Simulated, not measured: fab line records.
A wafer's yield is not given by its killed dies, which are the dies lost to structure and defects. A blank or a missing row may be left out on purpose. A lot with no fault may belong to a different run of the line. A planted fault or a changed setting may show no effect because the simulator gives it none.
fab line records	flow n5Finfet
[record] lots = 11	wafers = 31	lastDay = 17
route steps=1938 shown BEOL_M3@1003 BEOL_M4@1023 PASSIVATION@1936
lots that met no fault: from a run of the same line without faults
startH: hours from the record's opening day to when the first of the lot's shown wafers began	waitH: time in hours since the lot's previous step	" identical to the entry in the row above	L1.1+2: several wafers, shown together as one row	- no value present, or no start provided	* or withheld: withheld	< > ~ a bound
route shown NAME@n: NAME is a module with steps in the file, n the number in the route of the first one	usual: average and standard deviation across the fault-free wafers	same: alike in all rows	chamber/n: place in a boat	sites: per-site readings	_std_site: their standard deviation	_edge_site: the outer-site mean with the inner-site mean subtracted	radiusMm: how far each site lies from the wafer's centre	mask NAME#n: copy n	behind: the tool/chamber that last shaped the wafer	hold: why the lot went on hold/how many hours it stayed there/how the hold came to an end	device: the n, p or np transistor that did not switch	end of line: the tests these same wafers got at the end of their route	a step without rows: its recipe alone	killed: not the wafer's yield, but the dies lost to structure and defects at the first sort	map: a wafer's dies, x killed, . not, _ none there
set.NAME: the setting that was run; set.NAME@STEP: the one run at that earlier step	model.NAME: the simulator's own value behind a step, which no gauge read
route steps across a sampled set of lots; one table per step, one row per wafer
services: when a tool's chamber went out of use (startH, in hours from the record's first day, below 0 if earlier), for how many hours, and the reason
[[steps]]
[step N5_BEOL_M3_ANNEAL_89]
[recipe] tempC = 400	timeS = 240	ambient = vacuum
[usual] heaterPowerW = 792/54
lot.wafer	tool	chamber	startH	waitH	heaterPowerW
L311.2	pvdSputter-03	-	176.70	0.0	817
L311.3	"	-	"	"	747
L311.5	"	-	"	"	851
L310.3	pvdSputter-01	-	177.25	0.0	840
L310.4	"	-	"	"	780
L310.5	"	-	"	"	832
L315.2	pvdSputter-02	-	188.94	0.0	720
L315.3	"	-	"	"	738
L315.4	"	-	"	"	910
L317.2	pvdSputter-01	-	199.53	0.0	847
L317.5	"	-	"	"	758
L317.6	"	-	"	"	849
L319.4	pvdSputter-03	-	212.05	0.0	835
L319.5	"	-	"	"	832
L319.6	"	-	"	"	722
L321.1	pvdSputter-03	-	234.58	0.0	852
L321.4	"	-	"	"	834
L321.5	"	-	"	"	760
L326.1	pvdSputter-01	-	253.85	0.0	842
L326.2	"	-	"	"	780
L329.4	pvdSputter-02	-	265.44	0.0	752
L329.6	"	-	"	"	739
L328.1	pvdSputter-03	-	265.71	0.0	729
L328.4	"	-	"	"	819
L328.5	"	-	"	"	846
L331.2	pvdSputter-03	-	297.04	0.0	821
L331.4	"	-	"	"	862
L331.5	"	-	"	"	794
L333.2	pvdSputter-02	-	304.22	0.0	889
L333.3	"	-	"	"	699
L333.5	"	-	"	"	878
[step N5_BEOL_M3_SPUTTER_94]
[recipe] material = Cu	targetThkA = 45	tempC = -20	chamberPressurePa = 0.07	powerW = withheld	timeS = 8.29
[usual] throttleValvePct = 30.9/0.87
lot.wafer	tool	chamber	startH	waitH	throttleValvePct
L311.2	pvdSputter-03	-	177.28	0.1	32.1
L311.3	"	-	"	"	30.4
L311.5	"	-	"	"	31.5
L310.3	pvdSputter-01	-	177.83	0.1	30.0
L310.4	"	-	"	"	29.7
L310.5	"	-	"	"	30.5
L315.2	pvdSputter-02	-	189.52	0.1	30.6
L315.3	"	-	"	"	29.6
L315.4	"	-	"	"	31.8
L317.2	pvdSputter-01	-	200.11	0.1	30.6
L317.5	"	-	"	"	29.4
L317.6	"	-	"	"	30.0
L319.4	pvdSputter-03	-	212.63	0.1	31.6
L319.5	"	-	"	"	31.4
L319.6	"	-	"	"	30.8
L321.1	pvdSputter-03	-	235.16	0.1	31.6
L321.4	"	-	"	"	31.9
L321.5	"	-	"	"	30.5
L326.1	pvdSputter-01	-	254.43	0.1	29.7
L326.2	"	-	"	"	29.6
L329.4	pvdSputter-02	-	266.02	0.1	32.4
L329.6	"	-	"	"	32.5
L328.1	pvdSputter-03	-	266.29	0.1	30.7
L328.4	"	-	"	"	32.0
L328.5	"	-	"	"	31.4
L331.2	pvdSputter-03	-	297.62	0.1	31.6
L331.4	"	-	"	"	31.3
L331.5	"	-	"	"	30.5
L333.2	pvdSputter-02	-	304.80	0.1	31.3
L333.3	"	-	"	"	30.9
L333.5	"	-	"	"	31.6
[step N5_BEOL_M3_INSPECT_59]
[recipe] inspectInstrument = darkfield	mode = postDep
[usual] rawDefectCount = 69/23
lot.wafer	tool	chamber	startH	waitH	rawDefectCount
L311.2	defectInspect-01	-	178.58	0.0	63
L311.3	"	-	"	"	123
L311.5	"	-	"	"	90
L310.3	defectInspect-02	-	179.12	0.0	51
L310.4	"	-	"	"	72
L310.5	"	-	"	"	59
L315.2	defectInspect-02	-	190.82	0.0	74
L315.3	"	-	"	"	56
L315.4	"	-	"	"	69
L317.2	defectInspect-02	-	201.41	0.0	95
L317.5	"	-	"	"	111
L317.6	"	-	"	"	102
L319.4	defectInspect-01	-	214.14	0.0	93
L319.5	"	-	"	"	85
L319.6	"	-	"	"	51
L321.1	defectInspect-01	-	236.47	0.0	61
L321.4	"	-	"	"	57
L321.5	"	-	"	"	62
L326.1	defectInspect-02	-	255.73	0.0	97
L326.2	"	-	"	"	69
L329.4	defectInspect-02	-	267.32	0.0	42
L329.6	"	-	"	"	36
L328.1	defectInspect-01	-	267.60	0.0	52
L328.4	"	-	"	"	60
L328.5	"	-	"	"	88
L331.2	defectInspect-02	-	298.94	0.0	47
L331.4	"	-	"	"	43
L331.5	"	-	"	"	59
L333.2	defectInspect-01	-	306.12	0.0	62
L333.3	"	-	"	"	42
L333.5	"	-	"	"	35
[step N5_BEOL_M4_PECVD_72]
[recipe] material = SiO2	targetThkA = 160	tempC = 400	precursor = TEOS/O2	pressureTorr = 5.5	rfW = 450	teosFlowSccm = 53.8	gas = O2	flowSccm = 3000	timeS = 18
[usual] chamberPressureTorr = 5.499/0.012	heaterPowerOuterW = 413/49	heaterPowerW = 704/68	showerheadPlenumPTorr = 8.81/0.05	showerheadVppV = 1323/54	throttleValvePct = 22.0/1.3
lot.wafer	tool	chamber	startH	waitH	chamberPressureTorr	heaterPowerOuterW	heaterPowerW	showerheadPlenumPTorr	showerheadVppV	throttleValvePct
L311.2	pecvd-03	2	178.72	0.0	5.494	410	722	8.78	1308	21.6
L311.3	"	0	"	"	5.503	380	663	8.84	1243	23.1
L311.5	"	0	"	"	5.509	358	660	8.84	1265	22.7
L310.3	pecvd-02	1	179.26	0.0	5.490	403	670	8.83	1321	23.4
L310.4	"	1	"	"	5.495	391	699	8.83	1325	23.2
L310.5	"	2	"	"	5.517	436	683	8.77	1262	19.7
L315.2	pecvd-02	1	190.96	0.0	5.489	401	704	8.84	1317	23.3
L315.3	"	2	"	"	5.481	354	589	8.77	1270	19.6
L315.4	"	1	"	"	5.514	397	722	8.83	1331	23.3
L317.2	pecvd-04	2	201.55	0.0	-	-	-	-	-	-
L317.5	"	1	"	"	-	-	-	-	-	-
L317.6	"	2	"	"	-	-	-	-	-	-
L319.4	pecvd-02	1	214.30	0.1	-	-	-	-	-	-
L319.5	"	0	"	"	-	-	-	-	-	-
L319.6	"	2	"	"	-	-	-	-	-	-
L321.1	pecvd-03	1	236.61	0.0	-	-	-	-	-	-
L321.4	"	0	"	"	-	-	-	-	-	-
L321.5	"	1	"	"	-	-	-	-	-	-
L326.1	pecvd-03	1	255.87	0.0	5.509	462	748	8.87	1363	22.9
L326.2	"	0	"	"	5.503	372	670	8.84	1257	22.9
L329.4	pecvd-03	1	267.47	0.1	5.530	497	784	8.87	1375	22.8
L329.6	"	0	"	"	5.508	285	560	8.84	1241	23.0
L328.1	pecvd-04	0	267.74	0.0	5.501	509	838	8.76	1335	23.2
L328.4	"	0	"	"	5.487	514	833	8.78	1336	23.5
L328.5	"	2	"	"	5.492	369	638	8.84	1389	19.7
L331.2	pecvd-02	0	299.08	0.0	5.500	436	715	8.74	1402	22.1
L331.4	"	0	"	"	5.508	439	722	8.72	1386	22.1
L331.5	"	2	"	"	5.497	435	697	8.79	1260	20.0
L333.2	pecvd-04	0	306.27	0.0	5.523	396	690	8.77	1343	23.1
L333.3	"	1	"	"	5.488	383	712	8.86	1274	22.0
L333.5	"	2	"	"	5.496	397	680	8.81	1404	20.0
[step N5_BEOL_M4_RC_MEAS_101]
[usual] DIBL_N = 36.0/1.7	DIBL_P = 36.2/2.3	IOFF_N = 0.16/0.03	IOFF_P = 0.21/0.036	ION_N = 679/11	ION_P = 465/7.1	SS_N = 71.4/0.58	SS_P = 73.3/0.75	VT_N = 249/3.1	VT_P = -251/3.5
lot.wafer	tool	chamber	startH	waitH	DIBL_N[mV/V]	DIBL_P[mV/V]	IOFF_N[nA/um]	IOFF_P[nA/um]	ION_N[uA/um]	ION_P[uA/um]	SS_N[mV/dec]	SS_P[mV/dec]	VT_N[mV]	VT_P[mV]
L311.2	prober-01	0	189.24	0.2	33.9	33.3	0.14	0.19	673	461	71.0	73.1	248	-250
L311.3	"	0	"	"	32.7	31.5	0.12	0.17	665	459	70.9	72.2	252	-253
L311.5	"	0	"	"	35.4	35.5	0.15	0.21	683	467	70.4	72.8	249	-249
L310.3	prober-02	0	191.02	0.3	35.5	34.9	0.14	0.22	681	465	71.0	73.4	248	-249
L310.4	"	0	"	"	38.1	37.4	0.18	0.26	683	468	71.8	73.6	248	-246
L310.5	"	0	"	"	38.1	38.4	0.19	0.28	691	471	71.3	73.9	245	-247
L315.2	prober-02	0	206.34	0.2	36.7	36.3	0.16	0.21	684	467	70.8	73.6	249	-251
L315.3	"	0	"	"	35.8	34.3	0.14	0.17	684	462	71.0	73.2	252	-254
L315.4	"	0	"	"	35.3	34.4	0.14	0.18	674	462	70.6	72.6	251	-250
L317.2	prober-01	0	214.02	0.2	34.9	34.8	0.15	0.19	675	465	71.7	73.6	249	-253
L317.5	"	0	"	"	34.2	34.3	0.13	0.19	670	454	71.1	73.6	251	-250
L317.6	"	0	"	"	36.1	35.9	0.17	0.21	683	465	72.0	73.6	249	-251
L319.4	prober-01	0	230.55	0.5	35.2	36.6	0.13	0.20	650	455	71.3	74.1	254	-251
L319.5	"	0	"	"	36.2	37.4	0.15	0.22	667	455	71.1	72.5	251	-250
L319.6	"	0	"	"	35.6	35.9	0.14	0.18	665	458	71.6	73.0	254	-254
L321.1	prober-01	0	250.71	0.0	33.8	34.2	0.14	0.20	687	469	71.0	72.1	248	-251
L321.4	"	0	"	"	36.4	37.2	0.19	0.24	695	475	72.4	73.2	242	-249
L321.5	"	0	"	"	33.5	33.8	0.14	0.19	684	473	70.9	73.0	249	-251
L326.1	prober-02	0	271.07	0.0	38.0	38.0	0.19	0.21	692	463	71.9	74.0	247	-252
L326.2	"	0	"	"	36.3	36.3	0.15	0.19	671	458	71.0	74.1	254	-255
L328.1	prober-02	0	280.22	0.0	39.7	41.2	0.23	0.28	703	477	72.0	73.9	244	-247
L328.4	"	0	"	"	36.6	37.7	0.15	0.22	672	469	71.9	73.8	249	-250
L328.5	"	0	"	"	36.5	37.4	0.15	0.20	681	469	71.9	72.5	249	-250
L329.4	prober-02	0	284.02	0.5	36.7	39.3	0.20	0.22	691	467	71.7	73.9	244	-252
L329.6	"	0	"	"	34.3	35.5	0.14	0.16	679	456	71.2	72.3	250	-255
L331.2	prober-01	0	313.77	0.2	37.9	36.6	0.17	0.21	691	463	71.6	73.4	248	-250
L331.4	"	0	"	"	38.5	37.6	0.20	0.24	696	469	71.7	74.8	245	-247
L331.5	"	0	"	"	37.8	37.1	0.19	0.22	703	470	71.1	73.7	245	-249
L333.2	prober-01	0	316.38	0.2	37.0	37.6	0.16	0.22	687	469	71.7	73.4	250	-251
L333.3	"	0	"	"	36.6	37.2	0.17	0.22	683	462	71.3	73.8	247	-252
L333.5	"	0	"	"	38.6	39.7	0.20	0.27	688	470	72.0	74.9	245	-249
[step N5_PASSIVATION_PROBE_49]
[usual] defectLimitedYield = 91.3/1.5	killed_at_M0_to_M3 = 31/11	killed_at_M4_up = 14/5.1	killedAtContacts = 12/5.6	killedAtFrontEnd = 42/12	killedAtOther = 3.8/2.9	killedDies = 103/18	killedOnRim = 14/4.5	killedOpen = 67/14	killedShort = 33/8	sort_bin_5_function = 5.1/1	sort_bin_6_memory = 3.2/0.75	sortNPass = 1077/18	sortYieldPct = 91.3/1.5
[same] grossDies = 1180	killedAtBackSide = 0	sort_bin_4_leakage[%] = 0	sort_bin_8_speed[%] = 0
lot.wafer	tool	chamber	startH	waitH	defectLimitedYield[%]	killed_at_M0_to_M3	killed_at_M4_up	killedAtContacts	killedAtFrontEnd	killedAtOther	killedDies	killedOnRim	killedOpen	killedShort	sort_bin_5_function[%]	sort_bin_6_memory[%]	sortNPass	sortYieldPct[%]
L311.2	prober-02	-	291.91	0.9	90.8	41	10	22	36	0	109	14	72	34	5.1	3.8	1071	90.8
L311.3	prober-02	-	291.96	0.9	90.1	39	7	15	54	2	117	16	76	40	5.9	3.6	1063	90.1
L311.5	prober-02	-	292.06	1.0	92.0	40	8	15	25	6	94	8	65	26	5.0	2.4	1086	92.0
L310.3	prober-02	-	304.33	0.1	92.5	29	13	7	34	6	89	16	50	35	3.8	2.8	1091	92.5
L310.4	prober-02	-	304.38	0.2	92.5	25	20	7	31	5	88	15	62	18	4.5	2.2	1092	92.5
L310.5	prober-02	-	304.43	0.2	92.4	28	23	9	29	1	90	7	56	31	4.2	2.8	1090	92.4
L315.2	prober-02	-	315.87	0.1	91.4	17	27	25	33	0	102	15	62	40	4.9	3.2	1078	91.4
L315.3	prober-02	-	315.92	0.1	93.6	19	15	10	32	0	76	5	59	17	3.7	2.3	1104	93.6
L315.4	prober-02	-	315.97	0.2	90.5	18	18	16	57	3	112	16	81	25	6.1	2.5	1068	90.5
L317.2	prober-01	-	339.47	0.1	63.3	15	344	11	59	4	433	102	73	22	32.4	3.2	747	63.3
L317.5	prober-01	-	339.62	0.2	65.5	17	339	9	36	6	407	83	49	31	31.7	2.5	773	65.5
L317.6	prober-01	-	339.67	0.3	64.9	22	334	8	47	3	414	107	62	28	31.3	3.2	766	64.9
L319.4	prober-02	-	349.86	2.6	66.1	8	335	7	44	6	400	118	45	31	31.1	2.7	780	66.1
L319.5	prober-02	-	349.91	2.6	65.1	14	342	4	40	12	412	122	58	30	31.4	3.1	768	65.1
L319.6	prober-02	-	349.96	2.7	62.6	13	374	9	42	3	441	116	49	30	34.2	2.9	739	62.6
L321.1	prober-01	-	364.64	0.0	65.3	26	329	13	36	6	410	113	53	31	31.4	2.7	770	65.3
L321.4	prober-01	-	364.79	0.2	63.6	40	322	7	50	11	430	121	73	40	32.4	3.1	750	63.6
L321.5	prober-01	-	364.84	0.2	64.2	26	334	16	38	8	422	116	57	37	31.9	2.9	758	64.2
L326.1	prober-02	-	384.22	0.0	87.7	48	5	13	77	2	145	24	97	38	7.5	4.0	1035	87.7
L326.2	prober-02	-	384.27	0.1	90.8	40	10	9	46	3	108	9	68	39	5.3	3.6	1072	90.8
L329.4	prober-02	-	386.04	0.2	93.1	16	14	5	38	8	81	9	55	26	3.9	2.8	1099	93.1
L329.6	prober-02	-	386.14	0.3	93.9	12	21	9	26	4	72	13	47	19	3.6	1.8	1108	93.9
// killed by level:class
L311.2 MOL_CONTACT_COAG:geometricParticle:open=19 BEOL_M0_SAQP:geometricParticle:short=15 BEOL_M0_SAQP:geometricParticle:open=14 GATE_CUT:geometricParticle:short=6 BEOL_M2:geometricParticle:open=6 STI_FIN_REVEAL:geometricParticle:open=5 FIN_SAQP:geometricParticle:open=4 SPACER0:geometricParticle:open=4
L311.3 FIN_SAQP:geometricParticle:open=16 BEOL_M0_SAQP:geometricParticle:open=15 MOL_CONTACT_COAG:geometricParticle:open=13 BEOL_M0_SAQP:geometricParticle:short=13 STI_FIN_REVEAL:geometricParticle:open=10 BEOL_M2:geometricParticle:short=5 STARTING-WAFER:geometricParticle:open=5 FIN_SAQP:geometricParticle:short=3
L311.5 BEOL_M0_SAQP:geometricParticle:open=14 MOL_CONTACT_COAG:geometricParticle:open=13 BEOL_M0_SAQP:geometricParticle:short=13 PASS1_CAP:geometricParticle:open=6 BEOL_M3:geometricParticle:open=5 STARTING-WAFER:geometricParticle:open=5 STARTING-WAFER:geometricParticle:short=5 BEOL_M1:geometricParticle:open=4
L310.3 STI_FIN_REVEAL:geometricParticle:open=10 BEOL_M0_SAQP:geometricParticle:open=7 BEOL_M3:geometricParticle:open=5 FIN_SAQP:geometricParticle:open=4 FIN_SAQP:geometricParticle:short=4 MOL_CONTACT_COAG:geometricParticle:open=4 STARTING-WAFER:geometricParticle:short=4 BEOL_M4:geometricParticle:short=4
L310.4 BEOL_M4:geometricParticle:open=12 FIN_SAQP:geometricParticle:open=9 HKMG_FIN:areaEtch=8 MOL_CONTACT_COAG:geometricParticle:open=7 BEOL_M0_SAQP:geometricParticle:short=7 BEOL_M1:geometricParticle:open=7 STI_FIN_REVEAL:geometricParticle:open=6 GATE_CUT:geometricParticle:short=4
L310.5 BEOL_M4:geometricParticle:open=10 MOL_CONTACT_COAG:geometricParticle:open=8 STI_FIN_REVEAL:geometricParticle:open=7 BEOL_M4:geometricParticle:short=7 FIN_SAQP:geometricParticle:short=6 BEOL_M0_SAQP:geometricParticle:short=6 BEOL_M1:geometricParticle:open=5 BEOL_M3:geometricParticle:open=5
L315.2 MOL_CONTACT_COAG:geometricParticle:open=21 BEOL_M4:geometricParticle:short=14 STI_FIN_REVEAL:geometricParticle:open=10 GATE_CUT:geometricParticle:short=5 BEOL_M0_SAQP:geometricParticle:short=5 BEOL_M4:geometricParticle:open=5 ILD0:geometricParticle:open=4 ILD0:geometricParticle:short=4
L315.3 MOL_CONTACT_COAG:geometricParticle:open=10 FIN_SAQP:geometricParticle:open=8 BEOL_M0_SAQP:geometricParticle:open=7 BEOL_M4:geometricParticle:open=6 STI_FIN_REVEAL:geometricParticle:open=5 DUMMY_GATE:geometricParticle:open=5 FIN_SAQP:geometricParticle:short=3 GATE_CUT:geometricParticle:short=3
L315.4 STI_FIN_REVEAL:geometricParticle:open=15 MOL_CONTACT_COAG:geometricParticle:open=15 FIN_SAQP:geometricParticle:open=12 BEOL_M3:geometricParticle:open=7 BEOL_M4:geometricParticle:open=7 DUMMY_GATE:geometricParticle:open=6 FIN_SAQP:geometricParticle:short=5 STARTING-WAFER:geometricParticle:short=5
L317.2 BEOL_M4:areaPecvd=329 FIN_SAQP:geometricParticle:open=15 MOL_CONTACT_COAG:geometricParticle:open=10 HKMG_FIN:areaEtch=9 STI_FIN_REVEAL:geometricParticle:open=8 GATE_CUT:geometricParticle:short=6 BEOL_M2:geometricParticle:open=6 FIN_SAQP:geometricParticle:short=5
L317.5 BEOL_M4:areaPecvd=327 FIN_SAQP:geometricParticle:short=11 DUMMY_GATE:geometricParticle:open=9 MOL_CONTACT_COAG:geometricParticle:open=6 BEOL_M5:geometricParticle:open=6 STI_FIN_REVEAL:geometricParticle:open=4 BEOL_M0_SAQP:geometricParticle:open=4 STARTING-WAFER:geometricParticle:open=4
L317.6 BEOL_M4:areaPecvd=321 FIN_SAQP:geometricParticle:open=15 FIN_SAQP:geometricParticle:short=13 BEOL_M1:geometricParticle:open=11 MOL_CONTACT_COAG:geometricParticle:open=8 GATE_CUT:geometricParticle:open=6 BEOL_M4:geometricParticle:open=6 GATE_CUT:geometricParticle:short=5
L319.4 BEOL_M4:areaPecvd=323 FIN_SAQP:geometricParticle:open=8 FIN_SAQP:geometricParticle:short=6 STI_FIN_REVEAL:geometricParticle:open=6 GATE_CUT:geometricParticle:short=6 MOL_CONTACT_COAG:geometricParticle:open=6 DUMMY_GATE:geometricParticle:short=4 DUMMY_GATE:geometricParticle:open=4
L319.5 BEOL_M4:areaPecvd=321 FIN_SAQP:geometricParticle:open=8 DUMMY_GATE:geometricParticle:open=8 FIN_SAQP:geometricParticle:short=7 BEOL_M4:geometricParticle:open=7 BEOL_M5:geometricParticle:open=6 PAD_METAL:geometricParticle:short=4 GATE_CUT:geometricParticle:short=3
L319.6 BEOL_M4:areaPecvd=361 FIN_SAQP:geometricParticle:open=11 FIN_SAQP:geometricParticle:short=9 MOL_CONTACT_COAG:geometricParticle:open=8 DUMMY_GATE:geometricParticle:open=4 BEOL_M1:geometricParticle:open=4 STI_FIN_REVEAL:geometricParticle:open=3 GATE_CUT:geometricParticle:short=3
L321.1 BEOL_M4:areaPecvd=320 MOL_CONTACT_COAG:geometricParticle:open=9 FIN_SAQP:geometricParticle:short=6 BEOL_M3:geometricParticle:open=6 GATE_CUT:geometricParticle:short=5 STI_FIN_REVEAL:geometricParticle:open=5 BEOL_M0_SAQP:geometricParticle:open=5 BEOL_M2:geometricParticle:open=5
L321.4 BEOL_M4:areaPecvd=308 BEOL_M3:geometricParticle:open=11 STI_FIN_REVEAL:geometricParticle:open=10 BEOL_M0_SAQP:geometricParticle:open=9 BEOL_M0_SAQP:geometricParticle:short=9 FIN_SAQP:geometricParticle:short=8 HKMG_FIN:areaEtch=8 BEOL_M2:geometricParticle:open=7
L321.5 BEOL_M4:areaPecvd=320 MOL_CONTACT_COAG:geometricParticle:open=12 FIN_SAQP:geometricParticle:open=7 BEOL_M3:geometricParticle:open=7 HKMG_FIN:areaEtch=7 DUMMY_GATE:geometricParticle:open=6 BEOL_M0_SAQP:geometricParticle:open=6 BEOL_M2:geometricParticle:short=6
L326.1 STI_FIN_REVEAL:geometricParticle:open=29 BEOL_M3:geometricParticle:open=13 MOL_CONTACT_COAG:geometricParticle:open=11 BEOL_M2:geometricParticle:open=11 FIN_SAQP:geometricParticle:short=10 BEOL_M1:geometricParticle:open=9 HKMG_FIN:areaEtch=9 FIN_SAQP:geometricParticle:open=6
L326.2 FIN_SAQP:geometricParticle:open=15 FIN_SAQP:geometricParticle:short=13 BEOL_M0_SAQP:geometricParticle:open=11 BEOL_M3:geometricParticle:open=8 MOL_CONTACT_COAG:geometricParticle:open=8 BEOL_M0_SAQP:geometricParticle:short=7 BEOL_M1:geometricParticle:open=7 GATE_CUT:geometricParticle:short=4
L329.4 STI_FIN_REVEAL:geometricParticle:open=13 FIN_SAQP:geometricParticle:short=9 BEOL_M0_SAQP:geometricParticle:open=7 MOL_CONTACT_COAG:geometricParticle:open=5 FIN_SAQP:geometricParticle:open=4 DUMMY_GATE:geometricParticle:open=4 BEOL_M0:geometricParticle:open=4 BEOL_M4:geometricParticle:open=4
L329.6 BEOL_M4:geometricParticle:open=14 MOL_CONTACT_COAG:geometricParticle:open=7 HKMG_FIN:areaEtch=6 STI_FIN_REVEAL:geometricParticle:open=3 STARTING-WAFER:geometricParticle:open=3 BEOL_M0_SAQP:geometricParticle:open=3 BEOL_M0:geometricParticle:open=3 BEOL_M3:geometricParticle:short=3
[[services]]
tool	chamber	startH	hours	kind
pecvd-03	1	184.01	5.0	scheduledDown
pecvd-02	0	226.37	5.5	scheduledDown
pecvd-02	0	233.12	2.1	scheduledDown
pecvd-04	1	287.77	1.9	repair
pecvd-04	2	296.36	2.1	scheduledDown
[[key]]
[firstSign] step = N5_BEOL_M4_PECVD_72	reading = toolRecord	direction = missing
[effect] step = N5_PASSIVATION_PROBE_49	reading = killed_at_M4_up	direction = up	sigmas = 63	usual = 14	struck = 339
[moreKillsBornAt] N5_BEOL_M4_PECVD_72@pecvd-02 = 1004	N5_BEOL_M4_PECVD_72@pecvd-04 = 974	N5_BEOL_M4_PECVD_72@pecvd-03 = 948
metAt N5_BEOL_M4_PECVD_72
struckLots L317,L319,L321
notActingAt N5_BEOL_M3_ANNEAL_89,N5_BEOL_M3_SPUTTER_94,N5_BEOL_M3_INSPECT_59
onsetBetween 190.96 201.55
[fault] kind = skippedStepWhole	tool = pecvd-02,pecvd-03,pecvd-04	chamber = -	onsetH = 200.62	steps = N5_BEOL_M4_PECVD_72	scope = struckLotsOnly
